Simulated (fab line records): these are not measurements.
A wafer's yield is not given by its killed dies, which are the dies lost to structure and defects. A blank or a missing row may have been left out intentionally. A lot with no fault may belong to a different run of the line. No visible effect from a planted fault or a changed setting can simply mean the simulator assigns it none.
Matching of chambers / flow n5-finfet / N5_MOL_CONTACT_COAG_DESCUM_13 on rie-diel-02 has 4 sister chambers
The step chemistry O2, time 7 s. 4 wafers are shown with their chamber, then 9 later ones without.

== WAFERS WITH THEIR CHAMBER ==
wafer=L083.5; chamber=0; drypump-motor-current-A (A)=5.71
wafer=L085.2; chamber=1; drypump-motor-current-A (A)=5.20
wafer=L085.3; chamber=2; drypump-motor-current-A (A)=5.66
wafer=L085.6; chamber=3; drypump-motor-current-A (A)=5.73

== WAFERS MISSING THEIR CHAMBER ==
wafer=L090.2; drypump-motor-current-A (A)=5.77
wafer=L090.3; drypump-motor-current-A (A)=5.70
wafer=L090.5; drypump-motor-current-A (A)=5.21
wafer=L091.1; drypump-motor-current-A (A)=5.69
wafer=L091.3; drypump-motor-current-A (A)=5.18
wafer=L091.5; drypump-motor-current-A (A)=5.68
wafer=L094.2; drypump-motor-current-A (A)=5.70
wafer=L094.4; drypump-motor-current-A (A)=5.69
wafer=L094.6; drypump-motor-current-A (A)=5.69

== WHICH CHAMBER EACH ONE RAN IN ==
wafer=L090.2; from the rows above=can't be placed: 3 or 0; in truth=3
wafer=L090.3; from the rows above=can't be placed: 0 or 3 or 2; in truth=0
wafer=L090.5; from the rows above=1; in truth=1
wafer=L091.1; from the rows above=can't be placed: 0 or 2 or 3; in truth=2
wafer=L091.3; from the rows above=1; in truth=1
wafer=L091.5; from the rows above=can't be placed: 2 or 0 or 3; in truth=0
wafer=L094.2; from the rows above=can't be placed: 0 or 3 or 2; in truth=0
wafer=L094.4; from the rows above=can't be placed: 0 or 2 or 3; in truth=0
wafer=L094.6; from the rows above=can't be placed: 0 or 2 or 3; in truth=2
Placed correctly: 2 of 9. These rows do not allow placing 7 (true chamber among the candidates in 7). Number placed wrongly: 0.
How it was worked out, from the rows above alone: a wafer's distance from a chamber is the root of the sum, over the readings, of the square of ((its reading less the chamber's mean) divided by the reading's scatter). If the next closest chamber is less than 2 further off than the closest, the wafer can't be placed; otherwise it belongs to the closest. A chamber's mean is the mean of its shown wafers. The scatter: with one shown wafer a chamber, the root of the mean of the squares of how far each hidden wafer lies from its nearest shown one.
